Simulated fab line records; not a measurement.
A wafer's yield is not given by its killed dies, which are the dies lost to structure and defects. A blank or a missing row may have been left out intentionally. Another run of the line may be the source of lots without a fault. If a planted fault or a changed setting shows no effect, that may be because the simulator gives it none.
Chamber matching :: flow nand_harc :: ald_hk-03 running NHARC_A_STAIRCASE_ALD_420: 4 sister chambers
The step deposits SiO2, target thk 20 nm, pulse time 6 s, ald cycles 200. 8 wafers are shown with their chamber, then 9 later ones without.

EACH WAFER AND ITS CHAMBER
wafer: L090.5
chamber: 1
heater_power_w (W): 524
precursor_pulse_height_rel: 1.028

wafer: L090.6
chamber: 0
heater_power_w (W): 470
precursor_pulse_height_rel: 1.019

wafer: L092.4
chamber: 3
heater_power_w (W): 467
precursor_pulse_height_rel: 1.016

wafer: L092.5
chamber: 2
heater_power_w (W): 449
precursor_pulse_height_rel: 1.027

wafer: L092.6
chamber: 3
heater_power_w (W): 466
precursor_pulse_height_rel: 1.001

wafer: L093.1
chamber: 0
heater_power_w (W): 478
precursor_pulse_height_rel: 0.964

wafer: L093.3
chamber: 1
heater_power_w (W): 526
precursor_pulse_height_rel: 1.008

wafer: L093.4
chamber: 2
heater_power_w (W): 446
precursor_pulse_height_rel: 1.020

WAFERS WHOSE CHAMBER IS MISSING
wafer: L095.1
heater_power_w (W): 459
precursor_pulse_height_rel: 1.005

wafer: L095.2
heater_power_w (W): 474
precursor_pulse_height_rel: 0.997

wafer: L095.4
heater_power_w (W): 550
precursor_pulse_height_rel: 1.008

wafer: L096.3
heater_power_w (W): 466
precursor_pulse_height_rel: 1.009

wafer: L096.4
heater_power_w (W): 462
precursor_pulse_height_rel: 1.014

wafer: L096.6
heater_power_w (W): 455
precursor_pulse_height_rel: 0.972

wafer: L097.1
heater_power_w (W): 462
precursor_pulse_height_rel: 0.995

wafer: L097.2
heater_power_w (W): 478
precursor_pulse_height_rel: 0.961

wafer: L097.4
heater_power_w (W): 454
precursor_pulse_height_rel: 1.009

WHICH CHAMBER EACH ONE RAN IN
wafer: L095.1
from the rows above: can't be placed: 3 or 2
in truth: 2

wafer: L095.2
from the rows above: 0
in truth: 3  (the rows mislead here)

wafer: L095.4
from the rows above: 1
in truth: 1

wafer: L096.3
from the rows above: 3
in truth: 3

wafer: L096.4
from the rows above: 3
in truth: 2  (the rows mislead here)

wafer: L096.6
from the rows above: can't be placed: 2 or 3
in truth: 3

wafer: L097.1
from the rows above: 3
in truth: 3

wafer: L097.2
from the rows above: 0
in truth: 0

wafer: L097.4
from the rows above: can't be placed: 2 or 3
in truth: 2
Placed correctly: 4 of 9. Can't be placed from these rows: 3 (the true chamber is among the candidates in 3). 2 placed wrongly.
How it was worked out, from the rows above alone: a wafer's distance from a chamber is the root of the sum, over the readings, of the square of ((its reading less the chamber's mean) divided by the reading's scatter). The wafer belongs to the nearest chamber; if the next one is less than 2 further off, it can't be placed. The mean given for a chamber averages the wafers shown for that chamber. The scatter is the square root of a quotient: the sum, over the shown wafers, of each reading's squared deviation from its chamber's mean, divided by wafers minus chambers.
